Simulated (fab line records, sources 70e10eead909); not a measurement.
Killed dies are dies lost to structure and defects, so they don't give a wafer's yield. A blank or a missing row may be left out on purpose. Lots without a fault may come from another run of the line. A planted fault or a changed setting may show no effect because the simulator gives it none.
Which tool did it? | flow nand_harc | 11 lots, 33 wafers sampled, at 6 steps of a route of 1302

WHAT THE GAUGES READ, wafer by wafer
NHARC_END_SORT_01. Usual: killed_at_array 59, standard deviation 20; killed_at_other 0.8, standard deviation 1; killed_at_periphery 3.2, standard deviation 2.1; killed_dies 63, standard deviation 21; killed_open 3.0, standard deviation 1.9; killed_short 2.3, standard deviation 1.5.
lot  | measured     | on        | killed_at_array | killed_at_other | killed_at_periphery | killed_dies | killed_open | killed_short | flag
L938 | day 27 13:31 | prober-02 | 74 74 75        | 0 0 0           | 4 2 6               | 78 76 81    | 3 3 2       | 0 1 4        |
L937 | day 27 21:18 | prober-02 | 56 57 56        | 0 0 0           | 9 7 4               | 65 64 60    | 6 4 2       | 1 4 1        |
L940 | day 28 06:17 | prober-01 | 34 42 37        | 3 2 1           | 6 4 2               | 43 48 40    | 1 7 1       | 3 4 4        |
L953 | day 34 04:07 | prober-01 | 55 50 50        | 0 0 2           | 5 4 4               | 60 54 56    | 3 0 0       | 0 1 4        |
L952 | day 33 11:40 | prober-01 | 70 60 54        | 0 1 1           | 4 3 6               | 74 64 61    | 2 7 0       | 1 1 0        |

WHICH TOOL RAN EACH LOT (tool, then ch and the chambers of the sampled wafers, then the start)
lot  | NHARC_A_CHANNEL_HOLE_D1_ETCH_19  | NHARC_A_CHANNEL_HOLE_D1_ETCH_20  | NHARC_A_CHANNEL_HOLE_D1_ETCH_33  | NHARC_A_CHANNEL_FILL_D1_ALD_15      | NHARC_A_CHANNEL_FILL_D1_ALD_16
L931 | har_etch-01 ch 0,1, day 9 02:05  | har_etch-01 ch 0,1, day 9 02:11  | har_etch-01 ch 0,1, day 9 06:04  | ald_sin_batch-02 ch 0, day 9 18:09  | ald_hk-02 ch 0,3, day 9 20:13
L934 | har_etch-01 ch 0,1, day 10 10:37 | har_etch-01 ch 0,1, day 10 10:44 | har_etch-01 ch 0,1, day 10 14:37 | ald_sin_batch-01 ch 0, day 11 03:10 | ald_hk-03 ch 0,2,3, day 11 05:27
L938 | har_etch-01 ch 0,1, day 11 18:30 | har_etch-01 ch 0,1, day 11 18:37 | har_etch-01 ch 0,1, day 11 22:29 | ald_sin_batch-03 ch 0, day 12 11:01 | ald_hk-02 ch 1,2,3, day 12 13:02
L937 | har_etch-02 ch 0,1, day 11 20:25 | har_etch-02 ch 0,1, day 11 20:33 | har_etch-02 ch 0,1, day 12 00:25 | ald_sin_batch-03 ch 0, day 12 11:01 | ald_hk-03 ch 0,2,3, day 12 13:02
L940 | har_etch-01 ch 0,1, day 12 11:26 | har_etch-01 ch 0,1, day 12 11:37 | har_etch-01 ch 0,1, day 12 15:26 | ald_sin_batch-03 ch 0, day 13 03:25 | ald_hk-03 ch 0,1,2, day 13 05:31
L948 | har_etch-02 ch 0, day 15 20:53   | har_etch-02 ch 0, day 15 21:00   | har_etch-02 ch 0, day 16 00:51   | ald_sin_batch-01 ch 0, day 16 11:32 | ald_hk-01 ch 2,3, day 16 13:36
L949 | har_etch-01 ch 0,1, day 16 20:29 | har_etch-01 ch 0,1, day 16 20:37 | har_etch-01 ch 0,1, day 17 00:27 | ald_sin_batch-02 ch 0, day 17 12:29 | ald_hk-02 ch 0,3, day 17 14:31
L951 | har_etch-01 ch 0,1, day 17 08:59 | har_etch-01 ch 0,1, day 17 09:09 | har_etch-01 ch 0,1, day 17 12:59 | ald_sin_batch-03 ch 0, day 18 00:59 | ald_hk-01 ch 0,1,2, day 18 03:09
L950 | har_etch-02 ch 0,1, day 17 10:01 | har_etch-02 ch 0,1, day 17 10:10 | har_etch-02 ch 0,1, day 17 14:00 | ald_sin_batch-02 ch 0, day 18 05:15 | ald_hk-03 ch 2,3, day 18 07:19
L953 | har_etch-02 ch 0, day 17 18:50   | har_etch-02 ch 0, day 17 18:59   | har_etch-02 ch 0, day 17 22:50   | ald_sin_batch-01 ch 0, day 18 10:48 | ald_hk-01 ch 1,3, day 18 12:53
L952 | har_etch-01 ch 1, day 17 20:46   | har_etch-01 ch 1, day 17 20:53   | har_etch-01 ch 1, day 18 00:44   | ald_sin_batch-01 ch 0, day 18 10:48 | ald_hk-03 ch 0,1, day 18 12:55
- NHARC_A_CHANNEL_HOLE_D1_ETCH_19: etches the open film in C4F8/O2/Ar, time 34.5 s.
- NHARC_A_CHANNEL_HOLE_D1_ETCH_20: etches the open film in C4F8/O2/Ar, time 361.9 s, target depth 1600 nm.
- NHARC_A_CHANNEL_HOLE_D1_ETCH_33: etches the open film in C4F8/O2/Ar, time 90 s, target depth 400 nm.
- NHARC_A_CHANNEL_FILL_D1_ALD_15: deposits SiNx, target thk 2 nm, pulse time 60 s, ald cycles 19.
- NHARC_A_CHANNEL_FILL_D1_ALD_16: deposits SiO2, target thk 1.5 nm, pulse time 10 s, ald cycles 15.

WHAT THE TOOLS THEMSELVES READ (means of the sampled wafers that have a number; where no wafer has one, the mark that the record gives instead)
NHARC_A_CHANNEL_HOLE_D1_ETCH_19. Usual: drypump_motor_current_A 5.83 A, standard deviation 0.18; showerhead_plenum_p_Torr 3.62 Torr, standard deviation 0.16; throttle_valve_pct 37.037 %, standard deviation 0.0093.
lot  | tool        | drypump_motor_current_A (A) | showerhead_plenum_p_Torr (Torr) | throttle_valve_pct (%) | flag
L931 | har_etch-01 | 5.78                        | 3.61                            | 37.031                 |
L934 | har_etch-01 | 5.79                        | 3.60                            | 37.032                 |
L938 | har_etch-01 | 5.93                        | 3.56                            | 37.037                 |
L937 | har_etch-02 | 5.89                        | 3.49                            | 37.036                 |
L940 | har_etch-01 | 5.91                        | 3.56                            | 37.041                 |
L948 | har_etch-02 | 5.69                        | 3.59                            | 37.038                 |
L949 | har_etch-01 | 5.77                        | 3.55                            | 37.035                 |
L951 | har_etch-01 | 5.92                        | 3.52                            | 37.039                 |
L950 | har_etch-02 | 5.91                        | 3.98                            | 37.033                 |
L953 | har_etch-02 | 5.70                        | 3.98                            | 37.033                 |
L952 | har_etch-01 | 5.65                        | 3.56                            | 37.031                 |

NHARC_A_CHANNEL_HOLE_D1_ETCH_20. Usual: drypump_motor_current_A 5.83 A, standard deviation 0.18; showerhead_plenum_p_Torr 3.59 Torr, standard deviation 0.15; throttle_valve_pct 32.155 %, standard deviation 0.0089.
lot  | tool        | drypump_motor_current_A (A) | showerhead_plenum_p_Torr (Torr) | throttle_valve_pct (%) | flag
L931 | har_etch-01 | 5.77                        | 3.57                            | 32.151                 |
L934 | har_etch-01 | 5.78                        | 3.57                            | 32.163                 |
L938 | har_etch-01 | 5.91                        | 3.53                            | 32.156                 |
L937 | har_etch-02 | 5.90                        | 3.46                            | 32.148                 |
L940 | har_etch-01 | 5.92                        | 3.52                            | 32.151                 |
L948 | har_etch-02 | 5.71                        | 3.55                            | 32.161                 |
L949 | har_etch-01 | 5.76                        | 3.52                            | 32.158                 |
L951 | har_etch-01 | 5.91                        | 3.48                            | 32.149                 |
L950 | har_etch-02 | 5.90                        | 3.92                            | 32.152                 |
L953 | har_etch-02 | 5.71                        | 3.93                            | 32.155                 |
L952 | har_etch-01 | 5.64                        | 3.53                            | 32.154                 |

NHARC_A_CHANNEL_HOLE_D1_ETCH_33. Usual: drypump_motor_current_A 5.83 A, standard deviation 0.18; showerhead_plenum_p_Torr 3.62 Torr, standard deviation 0.16; throttle_valve_pct 27.620 %, standard deviation 0.01.
lot  | tool        | drypump_motor_current_A (A) | showerhead_plenum_p_Torr (Torr) | throttle_valve_pct (%) | flag
L931 | har_etch-01 | 5.78                        | 3.61                            | 27.624                 |
L934 | har_etch-01 | 5.77                        | 3.60                            | 27.621                 |
L938 | har_etch-01 | 5.91                        | 3.56                            | 27.604                 |
L937 | har_etch-02 | 5.88                        | 3.49                            | 27.608                 |
L940 | har_etch-01 | 5.93                        | 3.55                            | 27.622                 |
L948 | har_etch-02 | 5.68                        | 3.58                            | 27.620                 |
L949 | har_etch-01 | 5.78                        | 3.55                            | 27.618                 |
L951 | har_etch-01 | 5.92                        | 3.52                            | 27.613                 |
L950 | har_etch-02 | 5.89                        | 3.97                            | 27.617                 |
L953 | har_etch-02 | 5.70                        | 3.97                            | 27.611                 |
L952 | har_etch-01 | 5.65                        | 3.56                            | 27.613                 |

NHARC_A_CHANNEL_FILL_D1_ALD_15. Usual: precursor_pulse_height_rel 1.001, standard deviation 0.021.
lot  | tool             | precursor_pulse_height_rel | flag
L931 | ald_sin_batch-02 | 0.988                      |
L934 | ald_sin_batch-01 | 1.014                      |
L938 | ald_sin_batch-03 | 0.999                      |
L937 | ald_sin_batch-03 | 1.014                      |
L940 | ald_sin_batch-03 | 0.997                      |
L948 | ald_sin_batch-01 | 0.999                      |
L949 | ald_sin_batch-02 | 1.033                      |
L951 | ald_sin_batch-03 | 1.001                      |
L950 | ald_sin_batch-02 | 0.997                      |
L953 | ald_sin_batch-01 | 1.003                      |
L952 | ald_sin_batch-01 | 0.996                      |

NHARC_A_CHANNEL_FILL_D1_ALD_16. Usual: heater_power_w 429 W, standard deviation 35; precursor_pulse_height_rel 1.001, standard deviation 0.019.
lot  | tool      | heater_power_w (W) | precursor_pulse_height_rel | flag
L931 | ald_hk-02 | 423                | 0.999                      |
L934 | ald_hk-03 | 440                | 0.998                      |
L938 | ald_hk-02 | 471                | 0.999                      |
L937 | ald_hk-03 | 443                | 1.009                      |
L940 | ald_hk-03 | 441                | 1.004                      |
L948 | ald_hk-01 | 399                | 0.996                      |
L949 | ald_hk-02 | 435                | 0.988                      |
L951 | ald_hk-01 | 418                | 0.986                      |
L950 | ald_hk-03 | 430                | 1.007                      |
L953 | ald_hk-01 | 405                | 0.984                      |
L952 | ald_hk-03 | 438                | 1.003                      |

THE ANSWER, worked out from the rows above alone
Rule: a lot is off if the mean of its wafers that have a number lies more than 3 standard deviations from the usual mean. A lot without any number at a reading at which 4 lots or more have one is off too. The other lots that the step has rows for count as sound. The gauges are gone through in route order, then the tools' own readings, and for those a lot's mean is taken as printed above. The first step at which some lot is off is used, and at that step the reading that is off furthest; a lot without a number counts as furthest.
No lot is off at any reading shown: from this, nothing can be told.

WHAT THE SIMULATOR HAD PUT IN
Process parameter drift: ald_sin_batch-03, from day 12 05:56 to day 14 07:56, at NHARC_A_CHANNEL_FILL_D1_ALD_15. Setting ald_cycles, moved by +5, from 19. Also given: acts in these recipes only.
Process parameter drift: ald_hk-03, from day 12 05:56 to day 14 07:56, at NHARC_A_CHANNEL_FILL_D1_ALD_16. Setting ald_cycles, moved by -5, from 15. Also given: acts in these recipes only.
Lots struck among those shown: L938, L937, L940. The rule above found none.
